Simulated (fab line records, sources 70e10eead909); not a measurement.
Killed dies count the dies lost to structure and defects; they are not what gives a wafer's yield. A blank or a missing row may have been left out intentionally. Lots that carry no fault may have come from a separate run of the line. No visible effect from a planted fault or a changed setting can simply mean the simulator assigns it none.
What tool caused it? || flow nand_harc || 12 lots with 36 wafers sampled at 5 steps, on a route of 1159 steps

== WHAT EACH GAUGE READ, for each wafer ==
NHARC_END_WLT_00.
{"lot": "L495", "measured": "day 20 02:41", "on": "prober-01", "VT_DECK1_BOTTOM": "0.874 0.865 0.881", "VT_DECK1_BOTTOM_INNER": "0.869 0.868 0.867", "VT_DECK1_MEDIAN_NEAR_BOTTOM": "0.874 0.875 0.877", "VT_DECK1_MEDIAN_NEAR_BOTTOM_INNER": "0.877 0.863 0.882", "VT_DECK1_MIDDLE": "0.889 0.893 0.890", "VT_DECK1_MIDDLE_INNER": "0.894 0.891 0.890", "VT_DECK1_TOP": "0.898 0.902 0.897", "VT_DECK1_TOP_INNER": "0.902 0.901 0.903"}
{"lot": "L498", "measured": "day 20 01:49", "on": "prober-02", "VT_DECK1_BOTTOM": "0.883 0.865 0.873", "VT_DECK1_BOTTOM_INNER": "0.883 0.866 0.877", "VT_DECK1_MEDIAN_NEAR_BOTTOM": "0.875 0.871 0.883", "VT_DECK1_MEDIAN_NEAR_BOTTOM_INNER": "0.881 0.861 0.865", "VT_DECK1_MIDDLE": "0.894 0.888 0.887", "VT_DECK1_MIDDLE_INNER": "0.891 0.883 0.899", "VT_DECK1_TOP": "0.906 0.906 0.907", "VT_DECK1_TOP_INNER": "0.904 0.903 0.904"}
{"lot": "L496", "measured": "day 20 16:24", "on": "prober-01", "VT_DECK1_BOTTOM": "0.882 0.884 0.876", "VT_DECK1_BOTTOM_INNER": "0.876 0.879 0.881", "VT_DECK1_MEDIAN_NEAR_BOTTOM": "0.879 0.883 0.873", "VT_DECK1_MEDIAN_NEAR_BOTTOM_INNER": "0.890 0.875 0.885", "VT_DECK1_MIDDLE": "0.900 0.893 0.893", "VT_DECK1_MIDDLE_INNER": "0.893 0.890 0.891", "VT_DECK1_TOP": "0.911 0.899 0.900", "VT_DECK1_TOP_INNER": "0.903 0.898 0.896"}
{"lot": "L499", "measured": "day 20 17:24", "on": "prober-02", "VT_DECK1_BOTTOM": "0.866 0.858 0.870", "VT_DECK1_BOTTOM_INNER": "0.869 0.863 0.868", "VT_DECK1_MEDIAN_NEAR_BOTTOM": "0.870 0.862 0.871", "VT_DECK1_MEDIAN_NEAR_BOTTOM_INNER": "0.869 0.864 0.867", "VT_DECK1_MIDDLE": "0.891 0.883 0.878", "VT_DECK1_MIDDLE_INNER": "0.890 0.887 0.885", "VT_DECK1_TOP": "0.888 0.898 0.891", "VT_DECK1_TOP_INNER": "0.892 0.886 0.894"}
{"lot": "L501", "measured": "day 20 23:46", "on": "prober-01", "VT_DECK1_BOTTOM": "0.872 0.882 0.876", "VT_DECK1_BOTTOM_INNER": "0.877 0.874 0.872", "VT_DECK1_MEDIAN_NEAR_BOTTOM": "0.877 0.882 0.872", "VT_DECK1_MEDIAN_NEAR_BOTTOM_INNER": "0.872 0.876 0.880", "VT_DECK1_MIDDLE": "0.877 0.891 0.882", "VT_DECK1_MIDDLE_INNER": "0.892 0.884 0.887", "VT_DECK1_TOP": "0.895 0.888 0.897", "VT_DECK1_TOP_INNER": "0.902 0.900 0.890"}
{"lot": "L500", "measured": "day 21 14:26", "on": "prober-02", "VT_DECK1_BOTTOM": "0.874 0.862 0.862", "VT_DECK1_BOTTOM_INNER": "0.865 0.876 0.870", "VT_DECK1_MEDIAN_NEAR_BOTTOM": "0.866 0.869 0.868", "VT_DECK1_MEDIAN_NEAR_BOTTOM_INNER": "0.860 0.865 0.865", "VT_DECK1_MIDDLE": "0.881 0.882 0.887", "VT_DECK1_MIDDLE_INNER": "0.888 0.886 0.880", "VT_DECK1_TOP": "0.892 0.894 0.903", "VT_DECK1_TOP_INNER": "0.902 0.894 0.901"}
{"lot": "L504", "measured": "day 21 06:44", "on": "prober-02", "VT_DECK1_BOTTOM": "0.875 0.891 0.871", "VT_DECK1_BOTTOM_INNER": "0.874 0.879 0.873", "VT_DECK1_MEDIAN_NEAR_BOTTOM": "0.874 0.881 0.874", "VT_DECK1_MEDIAN_NEAR_BOTTOM_INNER": "0.872 0.888 0.872", "VT_DECK1_MIDDLE": "0.894 0.895 0.896", "VT_DECK1_MIDDLE_INNER": "0.890 0.889 0.883", "VT_DECK1_TOP": "0.901 0.894 0.902", "VT_DECK1_TOP_INNER": "0.897 0.909 0.898"}
{"lot": "L510", "measured": "day 22 15:11", "on": "prober-02", "VT_DECK1_BOTTOM": "0.869 0.877 0.874", "VT_DECK1_BOTTOM_INNER": "0.864 0.871 0.875", "VT_DECK1_MEDIAN_NEAR_BOTTOM": "0.864 0.874 0.875", "VT_DECK1_MEDIAN_NEAR_BOTTOM_INNER": "0.871 0.866 0.878", "VT_DECK1_MIDDLE": "0.876 0.880 0.888", "VT_DECK1_MIDDLE_INNER": "0.886 0.884 0.881", "VT_DECK1_TOP": "0.899 0.893 0.897", "VT_DECK1_TOP_INNER": "0.904 0.901 0.899"}
{"lot": "L515", "measured": "day 24 09:20", "on": "prober-01", "VT_DECK1_BOTTOM": "0.884 0.885 0.889", "VT_DECK1_BOTTOM_INNER": "0.882 0.879 0.885", "VT_DECK1_MEDIAN_NEAR_BOTTOM": "0.885 0.889 0.892", "VT_DECK1_MEDIAN_NEAR_BOTTOM_INNER": "0.882 0.891 0.892", "VT_DECK1_MIDDLE": "0.903 0.891 0.896", "VT_DECK1_MIDDLE_INNER": "0.896 0.893 0.891", "VT_DECK1_TOP": "0.901 0.912 0.902", "VT_DECK1_TOP_INNER": "0.899 0.913 0.916"}
{"lot": "L518", "measured": "day 26 16:35", "on": "prober-02", "VT_DECK1_BOTTOM": "0.875 0.869 0.877", "VT_DECK1_BOTTOM_INNER": "0.878 0.869 0.876", "VT_DECK1_MEDIAN_NEAR_BOTTOM": "0.882 0.868 0.889", "VT_DECK1_MEDIAN_NEAR_BOTTOM_INNER": "0.878 0.876 0.885", "VT_DECK1_MIDDLE": "0.888 0.904 0.897", "VT_DECK1_MIDDLE_INNER": "0.885 0.881 0.896", "VT_DECK1_TOP": "0.902 0.902 0.898", "VT_DECK1_TOP_INNER": "0.907 0.907 0.904"}

NHARC_END_SORT_01.
{"lot": "L501", "measured": "day 21 03:04", "on": "prober-01", "defect_limited_yield (%)": "96.5 97.9 96.6", "killed_at_array": "20 14 21", "killed_at_other": "0 0 0", "killed_at_periphery": "4 0 2", "killed_dies": "24 14 23", "killed_open": "4 0 2", "killed_short": "4 1 1", "sort_bin_2_pct (%)": "1.3 0.3 1.0", "sort_bin_3_pct (%)": "0.44 0.30 0", "sort_bin_4_pct (%)": "1.8 1.5 2.4", "sort_n_pass": "653 663 654", "sort_rim_yield_pct (%)": "94.3 99.1 97.2", "sort_yield_pct (%)": "96.5 97.9 96.6"}
{"lot": "L507", "measured": "day 22 16:02", "on": "prober-01", "defect_limited_yield (%)": "0 0 0", "killed_at_array": "42 35 46", "killed_at_other": "631 639 626", "killed_at_periphery": "4 3 5", "killed_dies": "677 677 677", "killed_open": "4 0 4", "killed_short": "1 0 5", "sort_bin_2_pct (%)": "2.5 1.2 1.8", "sort_bin_3_pct (%)": "93.21 94.53 93.06", "sort_bin_4_pct (%)": "4.3 4.3 5.2", "sort_n_pass": "0 0 0", "sort_rim_yield_pct (%)": "0 0 0", "sort_yield_pct (%)": "0 0 0"}
{"lot": "L509", "measured": "day 23 12:03", "on": "prober-02", "defect_limited_yield (%)": "0 0 0", "killed_at_array": "22 32 29", "killed_at_other": "650 642 646", "killed_at_periphery": "5 3 2", "killed_dies": "677 677 677", "killed_open": "4 6 7", "killed_short": "3 2 1", "sort_bin_2_pct (%)": "1.3 1.3 1.0", "sort_bin_3_pct (%)": "96.16 95.27 95.42", "sort_bin_4_pct (%)": "2.5 3.4 3.5", "sort_n_pass": "0 0 0", "sort_rim_yield_pct (%)": "0 0 0", "sort_yield_pct (%)": "0 0 0"}

== EACH LOT AND THE TOOL THAT RAN IT (in order: tool; ch and the chambers of the sampled wafers; start) ==
{"lot": "L495", "NHARC_THIN_TSV_ETCH_15": "rie_si-05 ch 0,1,2, day 19 03:26", "NHARC_THIN_TSV_PRE_CLEAN_50": "pvd_sputter-01, day 19 08:56 or earlier", "NHARC_THIN_TSV_ETCH_59": "rie_metal-03 ch 0,1, day 19 08:56"}
{"lot": "L498", "NHARC_THIN_TSV_ETCH_15": "rie_si-02 ch 1,2,3, day 19 04:37", "NHARC_THIN_TSV_PRE_CLEAN_50": "pvd_sputter-01, day 19 10:01 or earlier", "NHARC_THIN_TSV_ETCH_59": "rie_metal-02 ch 0,1, day 19 10:01"}
{"lot": "L496", "NHARC_THIN_TSV_ETCH_15": "rie_si-03 ch 0,2,3, day 19 05:49", "NHARC_THIN_TSV_PRE_CLEAN_50": "pvd_sputter-01, day 19 11:32 or earlier", "NHARC_THIN_TSV_ETCH_59": "rie_metal-01 ch 0,1, day 19 11:32"}
{"lot": "L499", "NHARC_THIN_TSV_ETCH_15": "rie_si-05 ch 1,2,3, day 19 13:22", "NHARC_THIN_TSV_PRE_CLEAN_50": "pvd_sputter-02, day 19 18:47 or earlier", "NHARC_THIN_TSV_ETCH_59": "rie_metal-01 ch 0,1, day 19 18:47"}
{"lot": "L501", "NHARC_THIN_TSV_ETCH_15": "rie_si-02 ch 1,2,3, day 20 02:44", "NHARC_THIN_TSV_PRE_CLEAN_50": "pvd_sputter-01, day 20 08:22 or earlier", "NHARC_THIN_TSV_ETCH_59": "rie_metal-01 ch 0,1, day 20 08:22"}
{"lot": "L500", "NHARC_THIN_TSV_ETCH_15": "rie_si-05 ch 0,1, day 20 19:34", "NHARC_THIN_TSV_PRE_CLEAN_50": "pvd_sputter-01, day 21 00:52 or earlier", "NHARC_THIN_TSV_ETCH_59": "rie_metal-03 ch 0, day 21 00:52"}
{"lot": "L504", "NHARC_THIN_TSV_ETCH_15": "rie_si-02 ch 1,2,3, day 20 21:41", "NHARC_THIN_TSV_PRE_CLEAN_50": "pvd_sputter-02, day 21 03:20 or earlier", "NHARC_THIN_TSV_ETCH_59": "rie_metal-02 ch 0,1, day 21 03:20"}
{"lot": "L507", "NHARC_THIN_TSV_ETCH_15": "rie_si-02 ch 1,2, day 21 22:07", "NHARC_THIN_TSV_PRE_CLEAN_50": "pvd_sputter-02, day 22 03:52 or earlier", "NHARC_THIN_TSV_ETCH_59": "rie_metal-02 ch 1, day 22 03:52"}
{"lot": "L510", "NHARC_THIN_TSV_ETCH_15": "rie_si-05 ch 0,3, day 21 23:35", "NHARC_THIN_TSV_PRE_CLEAN_50": "pvd_sputter-02, day 22 04:56 or earlier", "NHARC_THIN_TSV_ETCH_59": "rie_metal-01 ch 0,1, day 22 04:56"}
{"lot": "L509", "NHARC_THIN_TSV_ETCH_15": "rie_si-02 ch 0,1,3, day 22 23:17", "NHARC_THIN_TSV_PRE_CLEAN_50": "pvd_sputter-03, day 23 04:40 or earlier", "NHARC_THIN_TSV_ETCH_59": "rie_metal-02 ch 0,1, day 23 04:40"}
{"lot": "L515", "NHARC_THIN_TSV_ETCH_15": "rie_si-05 ch 0,2,3, day 23 22:17", "NHARC_THIN_TSV_PRE_CLEAN_50": "pvd_sputter-01, day 24 03:42 or earlier", "NHARC_THIN_TSV_ETCH_59": "rie_metal-03 ch 0,1, day 24 03:42"}
{"lot": "L518", "NHARC_THIN_TSV_ETCH_15": "rie_si-02 ch 0,1,2, day 26 06:21", "NHARC_THIN_TSV_PRE_CLEAN_50": "pvd_sputter-03, day 26 11:50 or earlier", "NHARC_THIN_TSV_ETCH_59": "rie_metal-02 ch 0,1, day 26 11:50"}
- NHARC_THIN_TSV_ETCH_15: target depth 3000 nm, bosch target overetch cycles 2, bosch etch step 2.8 s.
- NHARC_THIN_TSV_PRE_CLEAN_50: time 30 s.
- NHARC_THIN_TSV_ETCH_59: etches the open film in Cl2/BCl3, target depth 880 nm, time 138.1 s.

== AS READ BY THE TOOLS THEMSELVES (means over the sampled wafers that have a number; for cases with no such wafer, the mark the record gives instead) ==
NHARC_THIN_TSV_ETCH_15.
{"lot": "L495", "tool": "rie_si-05", "drypump_motor_current_A (A)": 5.4}
{"lot": "L498", "tool": "rie_si-02", "drypump_motor_current_A (A)": 5.3}
{"lot": "L496", "tool": "rie_si-03", "drypump_motor_current_A (A)": 5.7}
{"lot": "L499", "tool": "rie_si-05", "drypump_motor_current_A (A)": 5.8}
{"lot": "L501", "tool": "rie_si-02", "drypump_motor_current_A (A)": 5.3}
{"lot": "L500", "tool": "rie_si-05", "drypump_motor_current_A (A)": 5.0}
{"lot": "L504", "tool": "rie_si-02", "drypump_motor_current_A (A)": 5.3}
{"lot": "L507", "tool": "rie_si-02", "drypump_motor_current_A (A)": 5.6}
{"lot": "L510", "tool": "rie_si-05", "drypump_motor_current_A (A)": 5.1}
{"lot": "L509", "tool": "rie_si-02", "drypump_motor_current_A (A)": 5.5}
{"lot": "L515", "tool": "rie_si-05", "drypump_motor_current_A (A)": 5.5}
{"lot": "L518", "tool": "rie_si-02", "drypump_motor_current_A (A)": 5.5}

NHARC_THIN_TSV_PRE_CLEAN_50.
{"lot": "L495", "tool": "pvd_sputter-01", "heater_power_w (W)": 401}
{"lot": "L498", "tool": "pvd_sputter-01", "heater_power_w (W)": 396}
{"lot": "L496", "tool": "pvd_sputter-01", "heater_power_w (W)": 427}
{"lot": "L499", "tool": "pvd_sputter-02", "heater_power_w (W)": 446}
{"lot": "L501", "tool": "pvd_sputter-01", "heater_power_w (W)": 423}
{"lot": "L500", "tool": "pvd_sputter-01", "heater_power_w (W)": 410}
{"lot": "L504", "tool": "pvd_sputter-02", "heater_power_w (W)": 380}
{"lot": "L507", "tool": "pvd_sputter-02", "heater_power_w (W)": 456}
{"lot": "L510", "tool": "pvd_sputter-02", "heater_power_w (W)": 377}
{"lot": "L509", "tool": "pvd_sputter-03", "heater_power_w (W)": 390}
{"lot": "L515", "tool": "pvd_sputter-01", "heater_power_w (W)": 417}
{"lot": "L518", "tool": "pvd_sputter-03", "heater_power_w (W)": 449}

NHARC_THIN_TSV_ETCH_59.
{"lot": "L495", "tool": "rie_metal-03", "drypump_motor_current_A (A)": 5.8, "oes_product_au (a.u.)": 1.000, "throttle_valve_pct (%)": 22.262}
{"lot": "L498", "tool": "rie_metal-02", "drypump_motor_current_A (A)": 5.7, "oes_product_au (a.u.)": 0.999, "throttle_valve_pct (%)": 22.268}
{"lot": "L496", "tool": "rie_metal-01", "drypump_motor_current_A (A)": 6.0, "oes_product_au (a.u.)": 1.007, "throttle_valve_pct (%)": 22.261}
{"lot": "L499", "tool": "rie_metal-01", "drypump_motor_current_A (A)": 5.7, "oes_product_au (a.u.)": 0.996, "throttle_valve_pct (%)": 22.266}
{"lot": "L501", "tool": "rie_metal-01", "drypump_motor_current_A (A)": 6.0, "oes_product_au (a.u.)": 1.007, "throttle_valve_pct (%)": 22.269}
{"lot": "L500", "tool": "rie_metal-03", "drypump_motor_current_A (A)": 6.0, "oes_product_au (a.u.)": 0.991, "throttle_valve_pct (%)": 22.263}
{"lot": "L504", "tool": "rie_metal-02", "drypump_motor_current_A (A)": 5.7, "oes_product_au (a.u.)": 0.998, "throttle_valve_pct (%)": 22.264}
{"lot": "L507", "tool": "rie_metal-02", "drypump_motor_current_A (A)": 6.3, "oes_product_au (a.u.)": 0.894, "throttle_valve_pct (%)": 22.258}
{"lot": "L510", "tool": "rie_metal-01", "drypump_motor_current_A (A)": 5.7, "oes_product_au (a.u.)": 0.997, "throttle_valve_pct (%)": 22.260}
{"lot": "L509", "tool": "rie_metal-02", "drypump_motor_current_A (A)": 5.8, "oes_product_au (a.u.)": 0.880, "throttle_valve_pct (%)": 22.267}
{"lot": "L515", "tool": "rie_metal-03", "drypump_motor_current_A (A)": 5.6, "oes_product_au (a.u.)": 1.011, "throttle_valve_pct (%)": 22.259}
{"lot": "L518", "tool": "rie_metal-02", "drypump_motor_current_A (A)": 5.8, "oes_product_au (a.u.)": 1.001, "throttle_valve_pct (%)": 22.267}

== THE ANSWER, worked out from the rows above alone ==
Rule: what is usual is taken from the lots themselves. Put in order of their means at a reading, lots are off if they are a third of the lots or fewer, leave a main group of 4 or more, and stand apart from it by a gap of 3 or more times the standard deviation of the main group's means; of several such gaps the widest counts. The tables above print the reading to a certain number of digits; a main group whose means all agree to those digits is not used. A lot without any number at a reading at which 4 lots or more have one is off too. The other lots that the step has rows for count as sound. First the gauges in route order, then the tools' own readings, where a lot's mean is used as printed above. At the first step where some lot is off, the reading lying furthest off is the one used; lots without a number count as furthest.
Off at NHARC_THIN_TSV_ETCH_59 (oes_product_au): L507, L509. For the main group the mean is 1.001 a.u. and the standard deviation 0.0057.
A tool fits if, at that step or a process step before it, it ran every lot that is off, and no sound lot after the first of them. NHARC_THIN_TSV_PRE_CLEAN_50: start missing for some lots; hours and lot order therefore follow NHARC_THIN_TSV_ETCH_59. No candidate that was tried fits.

== WHAT WAS PUT IN BY THE SIMULATOR ==
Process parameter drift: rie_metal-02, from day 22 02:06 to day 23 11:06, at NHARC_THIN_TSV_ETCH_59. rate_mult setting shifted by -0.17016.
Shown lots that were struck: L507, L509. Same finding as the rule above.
